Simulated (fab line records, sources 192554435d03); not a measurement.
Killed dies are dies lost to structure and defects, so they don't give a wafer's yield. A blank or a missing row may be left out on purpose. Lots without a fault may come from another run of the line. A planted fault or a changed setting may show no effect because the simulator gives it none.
A struck lot beside a sound one | flow n5_finfet | 37 steps out of a route of 1938
Sound: wafers L409.1, L409.4, L409.6. Struck: wafers L419.2, L419.4, L419.5. The cause comes at the end.
At each step with rows: each side's tool, then ch and its chambers, then its first start. Under that, the readings that differ: sound wafers | struck wafers | difference of the means | sigmas: that difference in standard deviations of wafers without a fault.
alike: readings whose means differ by less than 2 such deviations, and words and numbers that are the same on both sides. not compared: withheld readings, readings that some wafer has no value for, bounds like >300 that may hide the same value, and numbers for which the record gives no deviation and whose values overlap.
The two part at a step that has a row with sigmas, a row that says differs or no value, or rows on one side only. Numbers that don't overlap but have no deviation are shown without sigmas and don't part them. A reading that every wafer of one side lacks parts them only if that side has two wafers or more.

first, 9 steps without rows for these wafers: N5_WELL_APT_COAT_19 (resist thk 950 nm); N5_WELL_APT_EBR_21; N5_WELL_APT_SOFTBAKE_20 (time 60 s); N5_WELL_APT_EXPOSE_22 (exposes mask PWELL, defocus 0 nm, target cd 200 nm); N5_WELL_APT_PEB_23 (peb time 90 s); N5_WELL_APT_DEVELOP_24 (develop time 45 s); N5_WELL_APT_HARDBAKE_29 (time 120 s); N5_WELL_APT_DESCUM_30 (chemistry O2, time 7.9 s); N5_WELL_APT_IMPLANT_31.
N5_WELL_APT_IMPLANT_32:
  sound on implanter-01 ch 0, day 1 21:17; struck on implanter-01 ch 0, day 4 09:19
  reading                   | sound             | struck            | difference | sigmas
  model.implant.rp_nm (nm)  | 37.78 37.78 37.78 | 162.4 162.4 162.4 | +124.6     |
  model.implant.drp_nm (nm) | 18.55 18.55 18.55 | 58.41 58.41 58.41 | +39.86     |
  alike: beam_energy_keV, beam_on_s, faraday_current_uA
then, 25 steps without rows for these wafers: N5_WELL_APT_STRIP_33 (strips in SPM, time 900 s); N5_WELL_APT_RTA_34 (time 10 s); N5_WELL_APT_OXIDE_STRIP_42 (strips SiO2 in dHF, time 45 s, target depth 12 nm); N5_WELL_APT_PRECLEAN_36 (cleans in O3/DIW, time 45 s); N5_WELL_APT_PRECLEAN_39 (cleans in dHF, time 60 s); N5_WELL_APT_SRD_37 (time 30 s); N5_WELL_APT_EPI_41 (deposits Si from SiH4/H2, target thk 50 nm, time 297.7 s); N5_PMOS_HMC_CHANNEL_EPI_HM_DEP_34 (deposits SiO2 from TEOS/O2, target thk 36 nm, time 6.9 s); N5_PMOS_HMC_CHANNEL_EPI_COAT_31 (time 60 s, resist thk 66 nm); N5_PMOS_HMC_CHANNEL_EPI_COAT_03 (resist thk 205 nm); N5_PMOS_HMC_CHANNEL_EPI_EBR_05; N5_PMOS_HMC_CHANNEL_EPI_SOFTBAKE_04 (time 60 s); N5_PMOS_HMC_CHANNEL_EPI_EXPOSE_06 (exposes mask PMOS HMC BLK, target cd 240 nm); N5_PMOS_HMC_CHANNEL_EPI_PEB_07 (peb time 60 s); N5_PMOS_HMC_CHANNEL_EPI_DEVELOP_08 (develop time 30 s); N5_PMOS_HMC_CHANNEL_EPI_DESCUM_14 (chemistry O2, time 7.9 s); N5_PMOS_HMC_CHANNEL_EPI_ETCH_32 (etches BARC in N2/H2, stops on SiO2, target depth 85.8 nm, time 50.3 s); N5_PMOS_HMC_CHANNEL_EPI_HM_OPEN_15 (chemistry CHF3/O2, target SiO2, target depth 40.6 nm, time 20.3 s); N5_PMOS_HMC_CHANNEL_EPI_STRIP_33 (strips in N2/H2); N5_PMOS_HMC_CHANNEL_EPI_STRIP_17 (strips in SPM, time 750 s); N5_PMOS_HMC_CHANNEL_EPI_ETCH_38 (etches SiO2 in CF4, target depth 1.5 nm); N5_PMOS_HMC_CHANNEL_EPI_FIN_RECESS_16 (chemistry HBr/Cl2, target Si, target depth 54 nm, time 18 s); N5_PMOS_HMC_CHANNEL_EPI_PRECLEAN_36 (cleans in O3/DIW, time 45 s); N5_PMOS_HMC_CHANNEL_EPI_PRECLEAN_18 (cleans in DHF, time 30 s); N5_PMOS_HMC_CHANNEL_EPI_SRD_19 (time 30 s).
-- the record jumps here: 7 days lie between the struck wafers' starts before and after (it left off in module PMOS_HMC_CHANNEL_EPI and takes up again in module BEOL_M4, whose first step shown is number 1111 of the route) --
N5_BEOL_M4_RC_MEAS_101:
  sound on prober-02 ch 0, day 8 17:39; struck on prober-02 ch 0, day 11 08:52
  reading             | sound                      | struck                     | difference | sigmas
  CJ_N                | 4.31 4.35 4.29             | 1.97 1.93 1.94             | -2.37      | -32
  DIBL_N (mV/V)       | 40.0 36.2 36.7             | 64.9 62.5 57.1             | +23.9      | +13
  IOFF_N (nA/um)      | 0.23 0.14 0.15             | 4.20 3.46 1.95             | +3.03      | +98
  IOFF_N_85C (nA/um)  | 4.3 2.8 2.9                | 47.2 40.3 25.0             | +34.2      | +67
  IOFF_N_LIN (nA/um)  | 0.098 0.067 0.067          | 0.287 0.260 0.175          | +0.163     | +14
  IOFF_N_LONG (nA/um) | 5.39e-05 5.51e-05 5.44e-05 | 4.97e-05 5.02e-05 4.91e-05 | -4.80e-06  | -2
  ION_N (uA/um)       | 682 665 653                | 726 712 694                | +44        | +4
  RS_PWELL (ohm/sq)   | 3025 3024 3021             | 1885 1893 1902             | -1130      | -59
  SS_N (mV/dec)       | 73.2 71.3 72.1             | 103.4 100.8 97.3           | +28.3      | +46
  VT_N (mV)           | 244 251 250                | 240 239 245                | -7         | -2
  alike: DIBL_P, IOFF_P, ION_P, SS_P, VT_P
-- the record jumps here: 5 days lie between the struck wafers' starts before and after (it left off in module BEOL_M4 and takes up again in module PASSIVATION, whose first step shown is number 1936 of the route) --
N5_PASSIVATION_PROBE_49:
  sound on prober-02, day 13 11:08; struck on prober-01, day 16 00:17
  reading                | sound          | struck            | difference | sigmas
  sort_bin_4_leakage (%) | 0 0 0          | 89.92 92.20 91.86 | +91.33     | +99 or more
  sort_bin_8_speed (%)   | 0 0 0.08       | 0 0 0             | +0         | -2
  sort_n_pass            | 1105 1104 1089 | 0 0 0             | -1099      | -65
  sort_yield_pct (%)     | 93.6 93.6 92.3 | 0 0 0             | -93        | -62
  alike: defect_limited_yield, killed_at_M0_to_M3, killed_at_M4_up, killed_at_contacts, killed_at_front_end, killed_at_other, killed_dies, killed_open, killed_short, sort_bin_5_function, sort_bin_6_memory

WHERE THEY PART
First at N5_BEOL_M4_RC_MEAS_101; last, within this record, at N5_PASSIVATION_PROBE_49.

WHY: what the simulator had put in
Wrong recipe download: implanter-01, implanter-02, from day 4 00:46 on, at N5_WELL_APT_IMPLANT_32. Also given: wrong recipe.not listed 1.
